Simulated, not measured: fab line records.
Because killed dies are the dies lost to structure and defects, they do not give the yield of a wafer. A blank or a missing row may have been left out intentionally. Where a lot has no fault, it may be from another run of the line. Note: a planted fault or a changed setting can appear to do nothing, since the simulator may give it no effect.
Which tool did it? || flow n5_finfet || 10 lots with 28 wafers sampled at 6 steps, on a route of 1938 steps

## WHAT THE GAUGES READ, wafer by wafer
N5_GATE_CUT_INSPECT_15: inspects for defects (brightfield).
{"lot": "L713", "measured": "day 4 21:51", "on": "defect_inspect-01", "raw_defect_count": "123 128 98"}
{"lot": "L714", "measured": "day 5 00:10", "on": "defect_inspect-02", "raw_defect_count": "195 206 244"}
{"lot": "L715", "measured": "day 5 10:52", "on": "defect_inspect-01", "raw_defect_count": "159 206 160"}
{"lot": "L718", "measured": "day 5 22:56", "on": "defect_inspect-01", "raw_defect_count": "282 135 130"}
{"lot": "L719", "measured": "day 6 05:27", "on": "defect_inspect-02", "raw_defect_count": "112 183 110"}
{"lot": "L721", "measured": "day 6 18:35", "on": "defect_inspect-01", "raw_defect_count": "153 181"}
{"lot": "L722", "measured": "day 7 04:14", "on": "defect_inspect-02", "raw_defect_count": "180 118"}
{"lot": "L730", "measured": "day 9 05:11", "on": "defect_inspect-01", "raw_defect_count": "78 134 124"}
{"lot": "L734", "measured": "day 10 01:35", "on": "defect_inspect-02", "raw_defect_count": "172 101 71"}
{"lot": "L735", "measured": "day 10 05:54", "on": "defect_inspect-02", "raw_defect_count": "113 159 120"}

N5_GATE_CUT_THK_MEAS_24.
{"lot": "L713", "measured": "day 5 01:19", "on": "film_metro-02", "GC_FILL_THK (nm)": "220.6 219.8 221.1"}
{"lot": "L714", "measured": "day 5 03:03", "on": "film_metro-01", "GC_FILL_THK (nm)": "217.8 217.5 220.8"}
{"lot": "L715", "measured": "day 5 13:37", "on": "film_metro-02", "GC_FILL_THK (nm)": "218.0 219.9 218.4"}
{"lot": "L718", "measured": "day 6 01:39", "on": "film_metro-02", "GC_FILL_THK (nm)": "219.8 224.9 221.8"}
{"lot": "L719", "measured": "day 6 08:08", "on": "film_metro-01", "GC_FILL_THK (nm)": "221.3 218.7 218.4"}
{"lot": "L721", "measured": "day 6 21:15", "on": "film_metro-02", "GC_FILL_THK (nm)": "221.9 233.5"}
{"lot": "L722", "measured": "day 7 06:54", "on": "film_metro-02", "GC_FILL_THK (nm)": "216.3 219.1"}
{"lot": "L730", "measured": "day 9 07:55", "on": "film_metro-02", "GC_FILL_THK (nm)": "215.2 220.1 219.8"}
{"lot": "L734", "measured": "day 10 04:14", "on": "film_metro-01", "GC_FILL_THK (nm)": "220.8 219.6 223.2"}
{"lot": "L735", "measured": "day 10 08:50", "on": "film_metro-01", "GC_FILL_THK (nm)": "222.2 223.0 222.1"}

## WHICH TOOL RAN EACH LOT (tool, then ch and the chambers of the sampled wafers, then the start)
{"lot": "L713", "N5_GATE_CUT_HM_DEP_46": "pecvd-02 ch 0,1,2, day 4 21:26", "N5_GATE_CUT_HM_OPEN_40": "rie_diel-04 ch 0,1,3, day 4 22:03", "N5_GATE_CUT_CUT_ETCH_54": "rie_metal-03 ch 0,1, day 4 22:20", "N5_GATE_CUT_VAPOR_ETCH_49": "rie_metal-03 ch 0,1, day 4 22:29"}
{"lot": "L714", "N5_GATE_CUT_HM_DEP_46": "pecvd-04 ch 0,2, day 4 23:44", "N5_GATE_CUT_HM_OPEN_40": "rie_diel-05 ch 0,3, day 5 00:23", "N5_GATE_CUT_CUT_ETCH_54": "rie_metal-01 ch 1, day 5 00:40", "N5_GATE_CUT_VAPOR_ETCH_49": "rie_metal-01 ch 1, day 5 00:49"}
{"lot": "L715", "N5_GATE_CUT_HM_DEP_46": "pecvd-01 ch 0,1, day 5 10:17", "N5_GATE_CUT_HM_OPEN_40": "rie_diel-01 ch 2,3, day 5 11:03", "N5_GATE_CUT_CUT_ETCH_54": "rie_metal-01 ch 0,1, day 5 11:20", "N5_GATE_CUT_VAPOR_ETCH_49": "rie_metal-01 ch 0,1, day 5 11:29"}
{"lot": "L718", "N5_GATE_CUT_HM_DEP_46": "pecvd-01 ch 1,2, day 5 22:23", "N5_GATE_CUT_HM_OPEN_40": "rie_diel-04 ch 0,1, day 5 23:10", "N5_GATE_CUT_CUT_ETCH_54": "rie_metal-01 ch 0,1, day 5 23:28", "N5_GATE_CUT_VAPOR_ETCH_49": "rie_metal-01 ch 0,1, day 5 23:37"}
{"lot": "L719", "N5_GATE_CUT_HM_DEP_46": "pecvd-02 ch 0,1,2, day 6 05:01", "N5_GATE_CUT_HM_OPEN_40": "rie_diel-01 ch 1,2,3, day 6 05:40", "N5_GATE_CUT_CUT_ETCH_54": "rie_metal-03 ch 0,1, day 6 05:58", "N5_GATE_CUT_VAPOR_ETCH_49": "rie_metal-03 ch 0,1, day 6 06:07"}
{"lot": "L721", "N5_GATE_CUT_HM_DEP_46": "pecvd-01 ch 0,1, day 6 18:11", "N5_GATE_CUT_HM_OPEN_40": "rie_diel-01 ch 1,2, day 6 18:47", "N5_GATE_CUT_CUT_ETCH_54": "rie_metal-01 ch 1, day 6 19:05", "N5_GATE_CUT_VAPOR_ETCH_49": "rie_metal-01 ch 1, day 6 19:14"}
{"lot": "L722", "N5_GATE_CUT_HM_DEP_46": "pecvd-04 ch 1,2, day 7 03:41", "N5_GATE_CUT_HM_OPEN_40": "rie_diel-05 ch 0,1, day 7 04:26", "N5_GATE_CUT_CUT_ETCH_54": "rie_metal-02 ch 0,1, day 7 04:44", "N5_GATE_CUT_VAPOR_ETCH_49": "rie_metal-02 ch 0,1, day 7 04:53"}
{"lot": "L730", "N5_GATE_CUT_HM_DEP_46": "pecvd-04 ch 1,2, day 9 04:46", "N5_GATE_CUT_HM_OPEN_40": "rie_diel-04 ch 2,3, day 9 05:23", "N5_GATE_CUT_CUT_ETCH_54": "rie_metal-02 ch 1, day 9 05:41", "N5_GATE_CUT_VAPOR_ETCH_49": "rie_metal-02 ch 1, day 9 05:50"}
{"lot": "L734", "N5_GATE_CUT_HM_DEP_46": "pecvd-04 ch 0,2, day 10 01:01", "N5_GATE_CUT_HM_OPEN_40": "rie_diel-05 ch 2,3, day 10 01:46", "N5_GATE_CUT_CUT_ETCH_54": "rie_metal-03 ch 0,1, day 10 02:04", "N5_GATE_CUT_VAPOR_ETCH_49": "rie_metal-03 ch 0,1, day 10 02:13"}
{"lot": "L735", "N5_GATE_CUT_HM_DEP_46": "pecvd-02 ch 0,2, day 10 05:21", "N5_GATE_CUT_HM_OPEN_40": "rie_diel-01 ch 1,2,3, day 10 06:22", "N5_GATE_CUT_CUT_ETCH_54": "rie_metal-01 ch 0,1, day 10 06:39", "N5_GATE_CUT_VAPOR_ETCH_49": "rie_metal-01 ch 0,1, day 10 06:48"}
- N5_GATE_CUT_HM_DEP_46: deposits SiO2 from TEOS/O2, target thk 130 nm, time 26.6 s.
- N5_GATE_CUT_HM_OPEN_40: chemistry C4F6/O2, target SiO2, target depth 139 nm, time 85.1 s.
- N5_GATE_CUT_CUT_ETCH_54: etches TiN in Cl2/BCl3, target depth 96.7 nm.
- N5_GATE_CUT_VAPOR_ETCH_49: etches TiAlC in BCl3/Cl2.

## WHAT THE TOOLS THEMSELVES READ (means of the sampled wafers that have a number; where no wafer has one, the mark that the record gives instead)
N5_GATE_CUT_HM_DEP_46.
{"lot": "L713", "tool": "pecvd-02", "heater_power_w (W)": 612, "showerhead_plenum_p_Torr (Torr)": 8.32, "throttle_valve_pct (%)": 18.6}
{"lot": "L714", "tool": "pecvd-04", "heater_power_w (W)": 622, "showerhead_plenum_p_Torr (Torr)": 8.37, "throttle_valve_pct (%)": 18.2}
{"lot": "L715", "tool": "pecvd-01", "heater_power_w (W)": 570, "showerhead_plenum_p_Torr (Torr)": 8.39, "throttle_valve_pct (%)": 19.2}
{"lot": "L718", "tool": "pecvd-01", "heater_power_w (W)": 538, "showerhead_plenum_p_Torr (Torr)": 8.38, "throttle_valve_pct (%)": 19.3}
{"lot": "L719", "tool": "pecvd-02", "heater_power_w (W)": 594, "showerhead_plenum_p_Torr (Torr)": 8.30, "throttle_valve_pct (%)": 18.7}
{"lot": "L721", "tool": "pecvd-01", "heater_power_w (W)": 575, "showerhead_plenum_p_Torr (Torr)": 8.39, "throttle_valve_pct (%)": 19.4}
{"lot": "L722", "tool": "pecvd-04", "heater_power_w (W)": 570, "showerhead_plenum_p_Torr (Torr)": 8.38, "throttle_valve_pct (%)": 18.5}
{"lot": "L730", "tool": "pecvd-04", "heater_power_w (W)": 509, "showerhead_plenum_p_Torr (Torr)": 8.37, "throttle_valve_pct (%)": 18.8}
{"lot": "L734", "tool": "pecvd-04", "heater_power_w (W)": 648, "showerhead_plenum_p_Torr (Torr)": 8.37, "throttle_valve_pct (%)": 18.2}
{"lot": "L735", "tool": "pecvd-02", "heater_power_w (W)": 560, "showerhead_plenum_p_Torr (Torr)": 8.32, "throttle_valve_pct (%)": 18.6}

N5_GATE_CUT_HM_OPEN_40.
{"lot": "L713", "tool": "rie_diel-04", "drypump_motor_current_A (A)": 5.5, "etch_rf_on_time_s (s)": 93.6, "oes_product_au (a.u.)": 0.71, "rf_vpp_V (V)": 676, "showerhead_plenum_p_Torr (Torr)": 2.93, "throttle_valve_pct (%)": 20.67}
{"lot": "L714", "tool": "rie_diel-05", "drypump_motor_current_A (A)": 5.5, "etch_rf_on_time_s (s)": 93.9, "oes_product_au (a.u.)": 0.65, "rf_vpp_V (V)": 659, "showerhead_plenum_p_Torr (Torr)": 2.97, "throttle_valve_pct (%)": 20.88}
{"lot": "L715", "tool": "rie_diel-01", "drypump_motor_current_A (A)": 6.1, "etch_rf_on_time_s (s)": 96.1, "oes_product_au (a.u.)": 0.69, "rf_vpp_V (V)": 652, "showerhead_plenum_p_Torr (Torr)": 2.82, "throttle_valve_pct (%)": 21.02}
{"lot": "L718", "tool": "rie_diel-04", "drypump_motor_current_A (A)": 5.1, "etch_rf_on_time_s (s)": 93.2, "oes_product_au (a.u.)": 0.69, "rf_vpp_V (V)": 671, "showerhead_plenum_p_Torr (Torr)": 2.93, "throttle_valve_pct (%)": 20.63}
{"lot": "L719", "tool": "rie_diel-01", "drypump_motor_current_A (A)": 5.9, "etch_rf_on_time_s (s)": 95.0, "oes_product_au (a.u.)": 0.74, "rf_vpp_V (V)": 663, "showerhead_plenum_p_Torr (Torr)": 2.88, "throttle_valve_pct (%)": 20.98}
{"lot": "L721", "tool": "rie_diel-01", "drypump_motor_current_A (A)": 5.8, "etch_rf_on_time_s (s)": 98.2, "oes_product_au (a.u.)": 0.80, "rf_vpp_V (V)": 672, "showerhead_plenum_p_Torr (Torr)": 2.90, "throttle_valve_pct (%)": 20.96}
{"lot": "L722", "tool": "rie_diel-05", "drypump_motor_current_A (A)": 5.3, "etch_rf_on_time_s (s)": 91.1, "oes_product_au (a.u.)": 0.73, "rf_vpp_V (V)": 656, "showerhead_plenum_p_Torr (Torr)": 2.95, "throttle_valve_pct (%)": 20.89}
{"lot": "L730", "tool": "rie_diel-04", "drypump_motor_current_A (A)": 6.1, "etch_rf_on_time_s (s)": 90.4, "oes_product_au (a.u.)": 0.79, "rf_vpp_V (V)": 678, "showerhead_plenum_p_Torr (Torr)": 2.90, "throttle_valve_pct (%)": 20.76}
{"lot": "L734", "tool": "rie_diel-05", "drypump_motor_current_A (A)": 5.7, "etch_rf_on_time_s (s)": 98.4, "oes_product_au (a.u.)": 0.79, "rf_vpp_V (V)": 679, "showerhead_plenum_p_Torr (Torr)": 2.90, "throttle_valve_pct (%)": 20.57}
{"lot": "L735", "tool": "rie_diel-01", "drypump_motor_current_A (A)": 5.9, "etch_rf_on_time_s (s)": 95.3, "oes_product_au (a.u.)": 0.79, "rf_vpp_V (V)": 662, "showerhead_plenum_p_Torr (Torr)": 2.87, "throttle_valve_pct (%)": 20.89}

N5_GATE_CUT_CUT_ETCH_54.
{"lot": "L713", "tool": "rie_metal-03", "drypump_motor_current_A (A)": 6.0, "etch_rf_on_time_s (s)": 36.9, "oes_product_au (a.u.)": 0.81, "throttle_valve_pct (%)": 22.30}
{"lot": "L714", "tool": "rie_metal-01", "drypump_motor_current_A (A)": 5.9, "etch_rf_on_time_s (s)": 36.1, "oes_product_au (a.u.)": 0.83, "throttle_valve_pct (%)": 22.32}
{"lot": "L715", "tool": "rie_metal-01", "drypump_motor_current_A (A)": 5.7, "etch_rf_on_time_s (s)": 35.9, "oes_product_au (a.u.)": 0.63, "throttle_valve_pct (%)": 22.53}
{"lot": "L718", "tool": "rie_metal-01", "drypump_motor_current_A (A)": 5.7, "etch_rf_on_time_s (s)": 35.4, "oes_product_au (a.u.)": 0.72, "throttle_valve_pct (%)": 22.41}
{"lot": "L719", "tool": "rie_metal-03", "drypump_motor_current_A (A)": 6.0, "etch_rf_on_time_s (s)": 38.1, "oes_product_au (a.u.)": 0.71, "throttle_valve_pct (%)": 22.46}
{"lot": "L721", "tool": "rie_metal-01", "drypump_motor_current_A (A)": 5.8, "etch_rf_on_time_s (s)": 36.1, "oes_product_au (a.u.)": 0.81, "throttle_valve_pct (%)": 22.32}
{"lot": "L722", "tool": "rie_metal-02", "drypump_motor_current_A (A)": 5.2, "etch_rf_on_time_s (s)": 35.7, "oes_product_au (a.u.)": 0.72, "throttle_valve_pct (%)": 22.55}
{"lot": "L730", "tool": "rie_metal-02", "drypump_motor_current_A (A)": 4.7, "etch_rf_on_time_s (s)": 36.5, "oes_product_au (a.u.)": 0.58, "throttle_valve_pct (%)": 22.77}
{"lot": "L734", "tool": "rie_metal-03", "drypump_motor_current_A (A)": 6.0, "etch_rf_on_time_s (s)": 37.8, "oes_product_au (a.u.)": 0.68, "throttle_valve_pct (%)": 22.49}
{"lot": "L735", "tool": "rie_metal-01", "drypump_motor_current_A (A)": 5.8, "etch_rf_on_time_s (s)": 36.1, "oes_product_au (a.u.)": 0.80, "throttle_valve_pct (%)": 22.36}

N5_GATE_CUT_VAPOR_ETCH_49.
{"lot": "L713", "tool": "rie_metal-03", "drypump_motor_current_A (A)": 6.0, "oes_product_au (a.u.)": 0.92}
{"lot": "L714", "tool": "rie_metal-01", "drypump_motor_current_A (A)": 5.9, "oes_product_au (a.u.)": 0.91}
{"lot": "L715", "tool": "rie_metal-01", "drypump_motor_current_A (A)": 5.7, "oes_product_au (a.u.)": 0.69}
{"lot": "L718", "tool": "rie_metal-01", "drypump_motor_current_A (A)": 5.8, "oes_product_au (a.u.)": 0.80}
{"lot": "L719", "tool": "rie_metal-03", "drypump_motor_current_A (A)": 6.0, "oes_product_au (a.u.)": 0.80}
{"lot": "L721", "tool": "rie_metal-01", "drypump_motor_current_A (A)": 5.8, "oes_product_au (a.u.)": 0.90}
{"lot": "L722", "tool": "rie_metal-02", "drypump_motor_current_A (A)": 5.2, "oes_product_au (a.u.)": 0.79}
{"lot": "L730", "tool": "rie_metal-02", "drypump_motor_current_A (A)": 4.7, "oes_product_au (a.u.)": 0.65}
{"lot": "L734", "tool": "rie_metal-03", "drypump_motor_current_A (A)": 6.0, "oes_product_au (a.u.)": 0.77}
{"lot": "L735", "tool": "rie_metal-01", "drypump_motor_current_A (A)": 5.8, "oes_product_au (a.u.)": 0.88}

## THE ANSWER, worked out from the rows above alone
Rule: the usual values come from the lots themselves. The widest of any qualifying gaps counts: lots, ordered by their means at a reading, are off when they make up no more than a third of the lots, leave a main group of 4 or more, and stand apart from it by 3 or more times the standard deviation of that group's means. If all means in a main group match to the digits the tables above print for the reading, that group is not used. A lot without any number at a reading at which 4 lots or more have one is off too. The other lots that the step has rows for count as sound. After the gauges, taken in route order, come the tools' own readings; for these a lot's mean is taken, as printed above. The first step at which some lot is off is used, and at that step the reading that is off furthest; a lot without a number counts as furthest.
Off: L721, at N5_GATE_CUT_THK_MEAS_24 (GC_FILL_THK). Mean 219.9 nm and standard deviation 1.6 in the main group.
If a tool, at a process step before that reading, ran all the lots that are off and no sound lot after the first of them, it fits. Gauges at N5_GATE_CUT_THK_MEAS_24: tried the same way as those tools. One fits: pecvd-01 at N5_GATE_CUT_HM_DEP_46. Its last sound lot is L718 (day 5 22:23), its first lot that is off L721 (day 6 18:11): a fault that began between those two fits.

## WHAT THE SIMULATOR HAD INSERTED
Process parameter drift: pecvd-01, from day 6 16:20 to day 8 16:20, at N5_GATE_CUT_HM_DEP_46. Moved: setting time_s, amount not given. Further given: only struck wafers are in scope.
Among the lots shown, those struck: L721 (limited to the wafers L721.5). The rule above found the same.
